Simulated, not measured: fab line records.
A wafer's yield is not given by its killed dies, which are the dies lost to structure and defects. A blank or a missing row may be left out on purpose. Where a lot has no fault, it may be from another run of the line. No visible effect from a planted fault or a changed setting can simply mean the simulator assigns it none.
fab line records	flow n5-finfet
record lots=14	wafers=34	last-day=19
route steps=1938 shown BEOL_M2@906 MIM_TOP_LITHO@1847 MIM_BOT_LITHO@1863 MIM_BOT_ETCH@1867 PASSIVATION@1936
lots that met no fault: from a run of the same line without faults
start-h: the number of hours between the record's first day and the start of the first shown wafer of the lot	wait-h: time in hours since the lot's previous step	" identical to the entry in the row above	L1.1+2: several wafers, shown together as one row	- value missing, or start not given	* or withheld: withheld	< > ~ a bound
route shown NAME@n: NAME is a module with steps in the file, n the number in the route of the first one	usual: mean and standard deviation over wafers with no fault	same: alike in all rows	chamber/n: place in a boat	sites: each site's reading	_std_site: their standard deviation	_edge_site: the outer-site mean with the inner-site mean subtracted	radius-mm: how far each site lies from the wafer's centre	mask NAME#n: copy n	behind: the last tool/chamber to shape the wafer	hold: why the lot was held/for how many hours/how that ended	device: the transistor (n, p or np) that didn't switch	end of line: tests run on the same wafers once the route is complete	where a step has no rows: the recipe by itself	killed: dies that structure and defects cost at the first sort, which is not the same as the wafer's yield	map: a wafer's dies, x killed, . not, _ none there
set.NAME: setting as actually run; set.NAME@STEP: the setting as run at that earlier step	model.NAME: the simulator's own value behind a step, which no gauge read
one table for each step of the route and one row for each wafer, over a sample of lots
services: a tool's chamber out of use, with start hour (start-h, from the record's first day; less than 0 if before it), hours out, and reason
## steps
# step N5_BEOL_M2_SPUTTER_79
# recipe material=Cu	target-thk-a=45	temp-c=-20	chamber-pressure-pa=0.07	power-w=withheld	time-s=8.29
# usual chuck-sensor-temp-C=-16.1/0.65	throttle-valve-pct=30.0/1.3
lot.wafer	tool	chamber	start-h	wait-h	chuck-sensor-temp-C	throttle-valve-pct
L876.2	pvd-sputter-03	-	146.70	0.1	-16.2	29.2
L876.3	"	-	"	"	-15.3	28.7
L876.5	"	-	"	"	-16.3	28.0
L877.3	pvd-sputter-02	-	147.03	0.1	-16.2	31.5
L877.4	"	-	"	"	-16.9	30.0
L879.1	pvd-sputter-02	-	183.07	0.1	-17.1	30.3
L879.5	"	-	"	"	-15.7	28.7
L880.3	pvd-sputter-02	-	207.96	0.1	-16.2	31.1
L880.6	"	-	"	"	-15.1	31.5
L883.1	pvd-sputter-03	-	214.60	0.1	-15.6	28.9
L883.2	"	-	"	"	-16.3	28.2
L883.4	"	-	"	"	-16.5	29.6
L887.3	pvd-sputter-03	-	225.78	0.1	-16.3	28.8
L887.5	"	-	"	"	-16.0	29.1
L887.6	"	-	"	"	-15.3	28.9
L890.1	pvd-sputter-02	-	228.44	0.1	-17.0	30.3
L890.4	"	-	"	"	-16.1	31.1
L888.2	pvd-sputter-01	-	228.47	0.1	-15.6	28.6
L888.4	"	-	"	"	-15.9	31.0
L889.1	pvd-sputter-02	-	233.38	0.1	-15.2	31.2
L889.5	"	-	"	"	-15.6	29.0
L892.1	pvd-sputter-01	-	253.81	0.1	-15.8	31.1
L892.2	"	-	"	"	-15.6	28.9
L892.4	"	-	"	"	-17.3	32.4
L895.1	pvd-sputter-02	-	276.73	0.1	-16.9	29.9
L895.3	"	-	"	"	-16.0	31.4
L896.1	pvd-sputter-02	-	278.77	0.1	-15.8	28.7
L896.2	"	-	"	"	-15.0	31.2
L896.5	"	-	"	"	-16.8	30.0
L897.1	pvd-sputter-01	-	281.92	0.1	-16.6	30.6
L897.5	"	-	"	"	-17.4	33.0
L897.6	"	-	"	"	-15.6	30.9
L899.1	pvd-sputter-01	-	297.88	0.1	-17.3	32.5
L899.4	"	-	"	"	-15.5	28.6
# step N5_MIM_TOP_LITHO_CD_MEAS_08
# recipe target-cd-nm=2000	landing-energy-ev=500	detector=se-inlens
# usual cd-nm=1998.5/2.7
lot.wafer	tool	chamber	start-h	wait-h	cd-nm
L876.2	cd-sem-03	0	276.69	-	2002.8
L876.3	"	0	"	"	2000.1
L876.5	"	0	"	"	1999.0
L877.3	cd-sem-03	0	278.99	-	2000.8
L877.4	"	0	"	"	1999.5
L880.3	cd-sem-01	0	323.10	-	1994.1
L880.6	"	0	"	"	1998.3
L879.1	cd-sem-02	0	325.52	-	1994.0
L879.5	"	0	"	"	1999.0
L883.1	cd-sem-01	0	341.80	-	1997.2
L883.2	"	0	"	"	1999.5
L883.4	"	0	"	"	1996.0
L888.2	cd-sem-03	0	369.79	-	1998.4
L888.4	"	0	"	"	2000.9
L887.3	cd-sem-01	0	375.23	-	1998.9
L887.5	"	0	"	"	1996.9
L887.6	"	0	"	"	2000.3
L890.1	cd-sem-03	0	381.44	-	1996.6
L890.4	"	0	"	"	1996.8
L889.1	cd-sem-01	0	387.33	-	2000.0
L889.5	"	0	"	"	1996.5
L895.1	cd-sem-02	0	407.06	-	2002.6
L895.3	"	0	"	"	2002.5
L892.1	cd-sem-03	0	417.26	-	2000.4
L892.2	"	0	"	"	1999.8
L892.4	"	0	"	"	1997.0
L896.1	cd-sem-02	0	417.91	-	1999.4
L896.2	"	0	"	"	1996.1
L896.5	"	0	"	"	1997.9
L897.1	cd-sem-03	0	428.04	-	2001.5
L897.5	"	0	"	"	1996.8
L897.6	"	0	"	"	1994.7
L899.1	cd-sem-01	0	450.45	-	1994.6
L899.4	"	0	"	"	1998.0
# step N5_MIM_BOT_LITHO_OVL_MEAS_11
# recipe points-per-wafer=44
# usual MIM_BOT_OVL=1/5.9
lot.wafer	tool	chamber	start-h	wait-h	MIM_BOT_OVL[nm]
L876.2	overlay-02	0	277.45	0.0	4
L876.3	"	0	"	"	3
L876.5	"	0	"	"	3
L877.3	overlay-02	0	279.88	0.0	-9
L877.4	"	0	"	"	5
L880.3	overlay-01	0	324.06	0.0	1
L880.6	"	0	"	"	-3
L879.1	overlay-01	0	326.33	0.0	16
L879.5	"	0	"	"	9
L883.1	overlay-02	0	343.80	0.0	-5
L883.2	"	0	"	"	-2
L883.4	"	0	"	"	-4
L888.2	overlay-01	0	370.81	0.0	2
L888.4	"	0	"	"	-2
L887.3	overlay-01	0	376.14	0.0	-9
L887.5	"	0	"	"	-6
L887.6	"	0	"	"	-7
L890.1	overlay-01	0	382.33	0.0	-3
L890.4	"	0	"	"	1
L889.1	overlay-01	0	388.16	0.0	7
L889.5	"	0	"	"	4
L895.1	overlay-02	0	408.27	0.0	5
L895.3	"	0	"	"	8
L892.1	overlay-02	0	418.18	0.0	10
L892.2	"	0	"	"	5
L892.4	"	0	"	"	1
L896.1	overlay-01	0	418.81	0.0	6
L896.2	"	0	"	"	4
L896.5	"	0	"	"	11
L897.1	overlay-02	0	428.81	0.0	-6
L897.5	"	0	"	"	3
L897.6	"	0	"	"	-1
L899.1	overlay-02	0	451.29	0.0	9
L899.4	"	0	"	"	10
# step N5_MIM_BOT_ETCH_ETCH_03
# recipe chemistry=Cl2/BCl3	target-depth-a=120	pressure-mtorr=8	icp-w=800	bias-w=100	Cl2_flow_sccm=20	bcl3-flow-sccm=80
# usual drypump-motor-current-A=5.6/0.4	oes-product-au=0.82/0.084	throttle-valve-pct=27.6/0.38
lot.wafer	tool	chamber	start-h	wait-h	drypump-motor-current-A	oes-product-au	rf-hours-counter-h	throttle-valve-pct
L876.2	rie-metal-01	0	277.67	0.1	5.6	0.79	24	27.4
L876.3	"	1	"	"	6.0	0.85	-	27.7
L876.5	"	1	"	"	6.0	0.84	-	27.7
L877.3	rie-metal-01	0	280.12	0.1	5.6	0.79	-	27.5
L877.4	"	1	"	"	6.0	0.85	-	27.7
L880.3	rie-metal-01	1	324.30	0.1	6.0	0.81	-	27.7
L880.6	"	1	"	"	6.0	0.82	-	27.7
L879.1	rie-metal-02	1	326.55	0.1	4.8	0.67	90	28.0
L879.5	"	0	"	"	5.8	0.95	-	27.7
L883.1	rie-metal-03	1	345.81	0.1	5.7	0.82	11	27.9
L883.2	"	0	"	"	5.8	0.89	13	26.7
L883.4	"	1	"	"	5.7	0.82	-	28.0
L888.2	rie-metal-02	0	371.13	0.1	5.8	0.92	10	27.7
L888.4	"	0	"	"	5.8	0.92	-	27.7
L887.3	rie-metal-02	1	376.39	0.1	4.7	0.66	-	28.0
L887.5	"	0	"	"	5.8	0.91	-	27.7
L887.6	"	1	"	"	4.8	0.66	-	28.0
L890.1	rie-metal-01	0	382.63	0.1	5.6	0.77	33	27.5
L890.4	"	0	"	"	5.6	0.76	-	27.5
L889.1	rie-metal-03	0	388.38	0.1	5.7	0.87	18	26.7
L889.5	"	0	"	"	5.7	0.87	-	26.7
L895.1	rie-metal-01	0	408.54	0.1	5.6	0.76	36	27.5
L895.3	"	1	"	"	6.0	0.79	-	27.7
L892.1	rie-metal-03	1	418.40	0.1	5.7	0.79	19	28.0
L892.2	"	0	"	"	5.8	0.85	20	26.7
L892.4	"	1	"	"	5.6	0.79	-	28.0
L896.1	rie-metal-01	1	419.03	0.1	6.0	0.79	28	27.7
L896.2	"	0	"	"	5.6	0.75	37	27.5
L896.5	"	0	"	"	5.6	0.76	-	27.5
L897.1	rie-metal-03	1	429.28	0.1	5.7	0.78	20	28.0
L897.5	"	1	"	"	5.7	0.78	-	28.0
L897.6	"	0	"	"	5.8	0.85	-	26.7
L899.1	rie-metal-02	1	451.50	0.1	4.8	0.98	2	27.7
L899.4	"	0	"	"	5.8	0.87	-	27.7
# step N5_PASSIVATION_PROBE_49
# usual defect-limited-yield=91.2/1.4	killed_at_M0_to_M3=34/9.3	killed_at_M4_up=14/5.9	killed-at-contacts=14/5.7	killed-at-front-end=38/10	killed-at-other=4/3.2	killed-dies=104/17	killed-open=67/13	killed-short=33/6.9	sort_bin_5_function=5.2/1	sort_bin_6_memory=3.3/0.61	sort_bin_8_speed=0.3/1.8	sort-n-pass=1069/52	sort-yield-pct=91/4.4
# same gross-dies=1180	killed-at-back-side=0	sort_bin_4_leakage[%]=0
lot.wafer	tool	chamber	start-h	wait-h	defect-limited-yield[%]	killed_at_M0_to_M3	killed_at_M4_up	killed-at-contacts	killed-at-front-end	killed-at-other	killed-dies	killed-open	killed-short	sort_bin_5_function[%]	sort_bin_6_memory[%]	sort_bin_8_speed[%]	sort-n-pass	sort-yield-pct[%]
L883.1	prober-01	-	354.91	0.0	83.5	133	21	12	29	0	195	56	29	9.7	4.9	0	985	83
L883.2	prober-01	-	354.96	0.1	83.8	129	14	11	36	1	191	61	33	9.2	4.7	0	989	84
L883.4	prober-01	-	355.06	0.2	85.3	119	16	22	16	1	174	47	25	9.2	3.7	0	1006	85
L887.3	prober-02	-	385.23	0.1	81.5	132	11	32	39	4	218	67	24	12.0	4.3	0.3	959	81
L887.5	prober-02	-	385.33	0.2	83.4	138	13	12	27	6	196	50	26	10.1	4.2	0	984	83
L887.6	prober-02	-	385.38	0.3	83.1	141	13	15	28	2	199	61	26	11.0	4.4	0	981	83
# killed by level:class
L883.1 BEOL_M2:unspecified=108 MOL_CONTACT_COAG:geometric-particle:open=10 BEOL_M4:geometric-particle:open=9 FIN_SAQP:geometric-particle:open=7 BEOL_M0_SAQP:geometric-particle:open=7 DUMMY_GATE:geometric-particle:open=5 BEOL_M0_SAQP:geometric-particle:short=5 STARTING-WAFER:geometric-particle:short=5
L883.2 BEOL_M2:unspecified=96 MOL_CONTACT_COAG:geometric-particle:open=11 BEOL_M2:geometric-particle:open=10 BEOL_M1:geometric-particle:open=8 FIN_SAQP:geometric-particle:open=7 FIN_SAQP:geometric-particle:short=6 STI_FIN_REVEAL:geometric-particle:open=4 BEOL_M0_SAQP:geometric-particle:short=4
L883.4 BEOL_M2:unspecified=101 MOL_CONTACT_COAG:geometric-particle:open=22 BEOL_M0_SAQP:geometric-particle:short=10 BEOL_M4:geometric-particle:open=5 BEOL_M4:geometric-particle:short=4 FIN_SAQP:geometric-particle:open=3 DUMMY_GATE:geometric-particle:open=3 BEOL_M8:geometric-particle:open=3
L887.3 BEOL_M2:unspecified=111 MOL_CONTACT_COAG:geometric-particle:open=22 SDB:area-etch=11 MOL_CONTACT_COAG:geometric-particle:short=6 BEOL_M2:geometric-particle:open=6 FIN_SAQP:geometric-particle:open=5 DUMMY_GATE:geometric-particle:open=5 STI_FIN_REVEAL:geometric-particle:open=4
L887.5 BEOL_M2:unspecified=114 MOL_CONTACT_COAG:geometric-particle:open=12 BEOL_M0_SAQP:geometric-particle:open=5 BEOL_M0_SAQP:geometric-particle:short=5 BEOL_M2:geometric-particle:open=5 STARTING-WAFER:geometric-particle:open=5 SDB:area-etch=5 BEOL_M3:geometric-particle:open=4
L887.6 BEOL_M2:unspecified=107 MOL_CONTACT_COAG:geometric-particle:open=11 BEOL_M0_SAQP:geometric-particle:short=8 BEOL_M2:geometric-particle:open=8 FIN_SAQP:geometric-particle:open=7 BEOL_M3:geometric-particle:open=7 GATE_CUT:geometric-particle:open=4 MOL_CONTACT_COAG:geometric-particle:short=4
## services
tool	chamber	start-h	hours	kind
rie-metal-02	-	144.65	0.8	repair
pvd-sputter-01	-	155.00	1.1	repair
pvd-sputter-01	-	161.50	48.4	repair
rie-metal-03	0	180.09	-	clean
rie-metal-03	0	180.09	19.2	scheduled-down
rie-metal-03	0	180.09	19.2	vent-cycle
rie-metal-03	1	199.32	-	clean
rie-metal-03	1	199.32	20.9	scheduled-down
rie-metal-03	1	199.32	20.9	vent-cycle
rie-metal-02	-	204.99	0.6	repair
rie-metal-01	-	219.62	2.8	pm
rie-metal-02	0	229.49	-	clean
rie-metal-02	0	229.49	16.1	scheduled-down
rie-metal-02	0	229.49	16.1	vent-cycle
rie-metal-02	0	304.83	6.8	repair
rie-metal-03	-	392.47	2.8	pm
rie-metal-02	1	400.35	-	clean
rie-metal-02	1	400.35	23.3	scheduled-down
rie-metal-02	1	400.35	23.3	vent-cycle
rie-metal-01	-	438.23	10.0	pm
## key
first-sign step=N5_PASSIVATION_PROBE_49	reading=killed_at_M0_to_M3	direction=up	sigmas=11	usual=34	struck=132
effect step=N5_PASSIVATION_PROBE_49	reading=killed-dies	direction=up	sigmas=5.4	usual=104	struck=196
more-kills-born-at N5_BEOL_M2_SPUTTER_79@pvd-sputter-03=637
met-at N5_BEOL_M2_SPUTTER_79
struck-lots L883,L887
baseline-loss step=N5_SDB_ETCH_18	wafers=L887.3
not-acting-at N5_MIM_TOP_LITHO_CD_MEAS_08,N5_MIM_BOT_LITHO_OVL_MEAS_11,N5_MIM_BOT_ETCH_ETCH_03
onset-between 146.70 214.60
fault kind=chamber-particle-source	tool=pvd-sputter-03	chamber=-	onset-h=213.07	steps=N5_BEOL_M2_SPUTTER_79	rate-per-visit-cm2=0.62847	end-h=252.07
# baseline-loss: these wafers lose ten dies or more at that step, a loss of the line's own and not of a fault; the sort's usual values leave them out
